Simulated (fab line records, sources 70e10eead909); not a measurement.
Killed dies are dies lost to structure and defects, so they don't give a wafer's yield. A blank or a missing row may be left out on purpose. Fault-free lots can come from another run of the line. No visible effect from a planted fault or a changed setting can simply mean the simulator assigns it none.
Which of the tools did it? -- flow nand-harc -- 12 lots with 36 wafers sampled at 4 steps, on a route of 1302 steps

## WHAT THE GAUGES READ, wafer by wafer
The record lacks any reading of a measuring or inspecting step that a usual standard deviation could be used to judge.

## WHICH TOOL RAN EACH LOT (tool, then ch and the chambers of the sampled wafers, then the start)
lot,NHARC_A_STAIRCASE_HM_OPEN_457,NHARC_A_STAIRCASE_DESCUM_291,NHARC_A_STAIRCASE_ETCH_294,NHARC_A_STAIRCASE_DEP_301
L614,"rie-diel-05 ch 1,2, day 17 02:53 or earlier","rie-diel-07 ch 0,1,3, day 17 02:53","rie-diel-07 ch 1,2, day 17 07:52 or earlier","pecvd-03 ch 0,1, day 17 07:52"
L613,"rie-diel-07 ch 0,1,2, day 17 04:01 or earlier","rie-diel-05 ch 0,1,2, day 17 04:01","rie-diel-05 ch 1,2,3, day 17 10:41 or earlier","pecvd-01 ch 0,1,2, day 17 10:41"
L616,"rie-diel-07 ch 0,2, day 18 10:14 or earlier","rie-diel-13 ch 1,2,3, day 18 10:14","rie-diel-13 ch 1,3, day 18 16:26 or earlier","pecvd-03 ch 0,1,2, day 18 16:26"
L615,"rie-diel-05 ch 0,1,3, day 18 18:40 or earlier","rie-diel-13 ch 0,1,3, day 18 18:40","rie-diel-13 ch 1,2,3, day 18 22:46 or earlier","pecvd-02 ch 1,2, day 18 22:46"
L618,"rie-diel-05 ch 1,2,3, day 18 20:20 or earlier","rie-diel-05 ch 2,3, day 18 20:20","rie-diel-05 ch 0,1,2, day 19 01:48 or earlier","pecvd-02 ch 0,1,2, day 19 01:48"
L620,"rie-diel-05 ch 0,2,3, day 20 11:16 or earlier","rie-diel-07 ch 1,2, day 20 11:16","rie-diel-07 ch 0,3, day 20 15:56 or earlier","pecvd-01 ch 1,2, day 20 15:56"
L622,"rie-diel-05 ch 1,2,3, day 21 02:42 or earlier","rie-diel-05 ch 0,1,2, day 21 02:42","rie-diel-05 ch 0,1, day 21 06:54 or earlier","pecvd-03 ch 1,2, day 21 06:54"
L623,"rie-diel-13 ch 0,1,2, day 21 03:47 or earlier","rie-diel-13 ch 1,2, day 21 03:47","rie-diel-13 ch 1,2, day 21 11:29 or earlier","pecvd-03 ch 0,2, day 21 11:29"
L624,"rie-diel-07 ch 2,3, day 22 02:32 or earlier","rie-diel-07 ch 0,3, day 22 02:32","rie-diel-07 ch 0,1,3, day 22 07:14 or earlier","pecvd-01 ch 1,2, day 22 07:14"
L625,"rie-diel-07 ch 0,3, day 22 13:16 or earlier","rie-diel-07 ch 0,1, day 22 13:16","rie-diel-07 ch 0,3, day 22 17:45 or earlier","pecvd-03 ch 0,1,2, day 22 17:45"
L628,"rie-diel-07 ch 0,1,3, day 23 08:41 or earlier","rie-diel-05 ch 0,1,3, day 23 08:41","rie-diel-05 ch 0,1,2, day 23 12:59 or earlier","pecvd-03 ch 0,1,2, day 23 12:59"
L635,"rie-diel-07 ch 0,1,2, day 26 13:14 or earlier","rie-diel-07 ch 0,1,2, day 26 13:14","rie-diel-07 ch 1,3, day 26 22:43 or earlier","pecvd-01 ch 0,1,2, day 26 22:43"
- NHARC_A_STAIRCASE_HM_OPEN_457: chemistry O2/COS.
- NHARC_A_STAIRCASE_DESCUM_291: chemistry O2, time 3 s.
- NHARC_A_STAIRCASE_ETCH_294: etches the open film in C4F8/O2/Ar, target depth 4989 nm, time 1211.6 s.
- NHARC_A_STAIRCASE_DEP_301: deposits SiON, target thk 30 nm.

## AS READ BY THE TOOLS THEMSELVES (means over the sampled wafers that have a number; for cases with no such wafer, the mark the record gives instead)
NHARC_A_STAIRCASE_HM_OPEN_457. Usual: drypump-motor-current-A 6.0 A, standard deviation 0.33; oes-product-au 1.001 a.u., standard deviation 0.0079; rf-vpp-V 468 V, standard deviation 3.5; showerhead-plenum-p-Torr 3.14 Torr, standard deviation 0.16; throttle-valve-pct 28.331 %, standard deviation 0.0092.
lot,tool,drypump-motor-current-A (A),oes-product-au (a.u.),rf-vpp-V (V),showerhead-plenum-p-Torr (Torr),throttle-valve-pct (%),flag
L614,rie-diel-05,5.4,1.017,471,3.27,28.331,
L613,rie-diel-07,5.9,1.000,464,2.98,28.325,
L616,rie-diel-07,6.1,1.009,464,2.95,28.338,
L615,rie-diel-05,5.7,1.004,469,3.20,28.340,
L618,rie-diel-05,5.4,0.998,469,3.19,28.324,
L620,rie-diel-05,5.7,1.007,469,3.17,28.333,
L622,rie-diel-05,5.4,1.006,469,3.18,28.337,
L623,rie-diel-13,6.4,0.991,468,3.18,28.335,
L624,rie-diel-07,6.1,0.992,469,3.21,28.335,
L625,rie-diel-07,6.1,0.995,471,3.31,28.338,
L628,rie-diel-07,6.0,0.987,469,3.19,28.331,
L635,rie-diel-07,5.9,0.997,466,3.11,28.331,

NHARC_A_STAIRCASE_DESCUM_291. Usual: drypump-motor-current-A 5.9 A, standard deviation 0.39; oes-product-au 1.004 a.u., standard deviation 0.0073; rf-vpp-V 57.9 V, standard deviation 0.92; showerhead-plenum-p-Torr 1.94 Torr, standard deviation 0.093; throttle-valve-pct 11.312 %, standard deviation 0.009.
lot,tool,drypump-motor-current-A (A),oes-product-au (a.u.),rf-vpp-V (V),showerhead-plenum-p-Torr (Torr),throttle-valve-pct (%),flag
L614,rie-diel-07,6.0,1.002,57.3,1.87,11.304,
L613,rie-diel-05,5.7,1.002,57.9,2.00,11.315,
L616,rie-diel-13,6.3,1.004,58.1,1.96,11.315,
L615,rie-diel-13,6.3,0.997,57.5,1.87,11.310,
L618,rie-diel-05,5.4,1.004,57.2,1.91,11.315,
L620,rie-diel-07,5.8,1.000,57.4,1.82,11.317,
L622,rie-diel-05,5.7,1.009,57.8,1.99,11.314,
L623,rie-diel-13,6.4,0.998,57.5,2.01,11.308,
L624,rie-diel-07,6.1,0.995,58.3,2.05,11.316,
L625,rie-diel-07,6.0,0.999,58.1,1.98,11.321,
L628,rie-diel-05,5.7,1.001,57.8,1.95,11.310,
L635,rie-diel-07,5.9,1.001,57.6,1.90,11.315,

NHARC_A_STAIRCASE_ETCH_294. Usual: oes-product-au 0.937 a.u., standard deviation 0.012; rf-vpp-V 1831 V, standard deviation 12.
lot,tool,oes-product-au (a.u.),rf-vpp-V (V),flag
L614,rie-diel-07,0.935,1820,
L613,rie-diel-05,0.930,1833,
L616,rie-diel-13,0.947,1828,
L615,rie-diel-13,0.931,1831,
L618,rie-diel-05,0.936,1837,
L620,rie-diel-07,0.922,1829,
L622,rie-diel-05,0.943,1838,
L623,rie-diel-13,0.929,1840,
L624,rie-diel-07,0.921,1833,
L625,rie-diel-07,0.933,1844,
L628,rie-diel-05,0.958,1836,
L635,rie-diel-07,0.934,1829,

NHARC_A_STAIRCASE_DEP_301. Usual: chamber-pressure-Torr 3.501 Torr, standard deviation 0.0074; heater-power-w 717 W, standard deviation 130; rf-fwd-power-W 348.5 W, standard deviation 1.1; showerhead-vpp-V 1158 V, standard deviation 33.
lot,tool,chamber-pressure-Torr (Torr),heater-power-w (W),rf-fwd-power-W (W),showerhead-vpp-V (V),flag
L614,pecvd-03,3.499,866,348.8,1163,
L613,pecvd-01,3.499,657,349.2,1171,
L616,pecvd-03,3.503,808,348.6,1152,
L615,pecvd-02,3.503,574,346.3,1101,
L618,pecvd-02,3.503,570,348.1,1137,
L620,pecvd-01,3.500,646,348.4,1174,
L622,pecvd-03,3.495,860,348.4,1165,
L623,pecvd-03,3.492,754,348.6,1159,
L624,pecvd-01,3.501,711,349.2,1179,
L625,pecvd-03,3.500,835,302.2,1067,OFF
L628,pecvd-03,3.504,813,302.0,1064,OFF
L635,pecvd-01,3.497,716,348.1,1178,

## THE ANSWER, worked out from the rows above alone
Rule: take the mean of a lot's wafers that have a number; if it is more than 3 standard deviations from the usual mean, the lot is off. Also off: a lot with no number at a reading for which 4 or more lots have one. All remaining lots with rows at the step are treated as sound. The gauges are gone through in route order, then the tools' own readings, and for those a lot's mean is taken as printed above. At the first step where some lot is off, the reading lying furthest off is the one used; lots without a number count as furthest.
Off: L625, L628 (NHARC_A_STAIRCASE_DEP_301, rf-fwd-power-W).
If a tool, at that step or one of the process steps before it, ran each lot that is off and ran no sound lot following the first of them, it fits. Because NHARC_A_STAIRCASE_HM_OPEN_457 lacks a start for some lots, the hours and order of its lots are taken from NHARC_A_STAIRCASE_DESCUM_291. Because NHARC_A_STAIRCASE_ETCH_294 lacks a start for some lots, the hours and order of its lots are taken from NHARC_A_STAIRCASE_DEP_301. One fits: pecvd-03 at NHARC_A_STAIRCASE_DEP_301. Its last sound lot is L623 (day 21 11:29), its first lot that is off L625 (day 22 17:45): a fault that began between those two fits.
The tool's own readings at NHARC_A_STAIRCASE_DEP_301 bear it out: on the lots that are off they differ by more than 5 times the standard deviation of the sound lots' means. rf-fwd-power-W reads 302.1 W there against 348.4 W on the sound lots.

## WHAT THE SIMULATOR PUT IN
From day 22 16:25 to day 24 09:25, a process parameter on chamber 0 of pecvd-03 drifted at NHARC_A_STAIRCASE_DEP_301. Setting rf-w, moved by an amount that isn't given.
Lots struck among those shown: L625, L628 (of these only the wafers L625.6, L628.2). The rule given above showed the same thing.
